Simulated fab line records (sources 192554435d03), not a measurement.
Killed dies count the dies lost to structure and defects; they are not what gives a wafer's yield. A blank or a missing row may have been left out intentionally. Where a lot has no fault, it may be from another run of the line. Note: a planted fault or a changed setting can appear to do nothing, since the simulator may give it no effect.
Problem report, 8D (eight disciplines) form, completed by code | flow n5Finfet | the parts of the form that need people (team, actions taken, sign-off) are left out

## 1. PROBLEM STATEMENT
trenchDepthNm at N5_BEOL_M7_OCD_MEAS_38 reads a mean of 156.3 nm on 2 wafers of 2 lots; wafers without a fault read 93.4 nm with a standard deviation of 1.9. That is +33 standard deviations from the usual mean.
First observed at day 12 17:16: wafer L600.2, on ocd-02. The record has a number at this step for 23 wafers belonging to 8 lots. Rule for "out" (also "out of limits"): further than 4 standard deviations from the usual mean. The rest of the wafers with a number are treated as sound.

## 2. WHAT IT IS AND WHAT IT IS NOT
question                    | is                | is not
which readings at this step | trenchDepthNm     | -
which lots                  | L600, L607        | L592, L595, L596, L608, L611, L613
which wafers of those lots  | L600.2, L607.2    | L600.5, L600.6, L607.6
read on which gauges        | ocd-02            | -
when                        | from day 12 17:16 | up to then (11 sound wafers); but 10 sound wafers of L607, L608, L611, L613 came after

## 3. THE SUSPECTS, EACH WITH WHAT RULES IT OUT
Counting: a tool at a process step up to the reading stays a suspect if it ran every lot that is out. Sound lots after the first of them don't rule it out here, since some wafers of a struck lot are sound.
- the gauge at N5_BEOL_M7_OCD_MEAS_38: ruled out. All the wafers that are out were read on ocd-02, but those of them that N5_BEOL_M7_TRENCH_ETCH_37 has rows for are out there too, on other tools.
- rieDiel-03 at N5_BEOL_M7_ETCH_65 (etches SiARC in CF4, target depth 15.6 nm, time 26 s): kept. Every lot that is out went through it, the first being L600 (day 12 16:53); the last sound lot it ran before that was L595 (day 11 10:42).
- rieDiel-03 at N5_BEOL_M7_TRENCH_ETCH_37 (etches SiCOH lowk in C4F6/O2, target depth 93.478 nm, time 31.2 s): kept. Every lot that is out went through it, the first being L600 (day 12 17:07); the last sound lot it ran before that was L595 (day 11 10:55). On those wafers its own readings are out: oesProductAu.
Remaining after the count are rieDiel-03 at N5_BEOL_M7_ETCH_65 and rieDiel-03 at N5_BEOL_M7_TRENCH_ETCH_37.

## 4. THE CAUSE (what the simulator had put in)
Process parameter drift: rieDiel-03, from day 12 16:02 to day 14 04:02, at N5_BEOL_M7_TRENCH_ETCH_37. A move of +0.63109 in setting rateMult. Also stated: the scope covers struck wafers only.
Counting leaves 2 suspects; this tool is one of them.

## 5. THE EFFECT CHAIN, in route order
Each row: a reading where the mean over the struck wafers with a number is more than 3 standard deviations away from the usual. Scope: only readings with a usual standard deviation given in the record; hours: median across lots of the time from each lot's start at the first step in this table that gives one to its start at this step; sigmas: change in usual standard deviations.
hours | step                      | reading            | usual        | on struck wafers | change | sigmas
0     | N5_BEOL_M7_TRENCH_ETCH_37 | oesProductAu       | 0.79 a.u.    | 1.27             | +0.48  | +5.6
0     | N5_BEOL_M7_OCD_MEAS_38    | trenchDepthNm      | 93.4 nm      | 156.3            | +62.9  | +33
4     | N5_BEOL_M7_THK_MEAS_53    | M7_THK             | 81.2 nm      | 144.9            | +63.7  | +32
4     | N5_BEOL_M7_RS_MEAS_57     | M7_RS              | 0.285 ohm/sq | 0.148            | -0.136 | -16
81    | N5_PASSIVATION_PROBE_49   | defectLimitedYield | 91.4 %       | 6.2              | -85.2  | -57
81    | N5_PASSIVATION_PROBE_49   | killed_at_M4_up    | 13           | 987              | +974   | +99 or more
81    | N5_PASSIVATION_PROBE_49   | killedDies         | 101          | 1107             | +1006  | +56
81    | N5_PASSIVATION_PROBE_49   | killedOnRim        | 13           | 142              | +130   | +32
81    | N5_PASSIVATION_PROBE_49   | sortNPass          | 1079         | 73               | -1006  | -56
81    | N5_PASSIVATION_PROBE_49   | sortYieldPct       | 91.4 %       | 6.2              | -85.2  | -57
Its process steps:
- N5_BEOL_M7_TRENCH_ETCH_37: etches SiCOH lowk in C4F6/O2, target depth 93.478 nm, time 31.2 s.
- N5_PASSIVATION_PROBE_49

## 6. HOW IT WOULD HAVE BEEN CAUGHT EARLIER
In this record the first reading out of limits at a measuring or inspecting step was taken at day 12 17:16, 1 hour after the fault began at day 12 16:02.
The tool's own readings at N5_BEOL_M7_TRENCH_ETCH_37 were out on every struck wafer that the step has a row for (oesProductAu): an alarm limit on them would have fired on the first of those.
Of the lots that are out (2), L607 began N5_BEOL_M7_TRENCH_ETCH_37 on rieDiel-03 after day 12 17:16. A tool hold placed at that time would have kept it from harm.
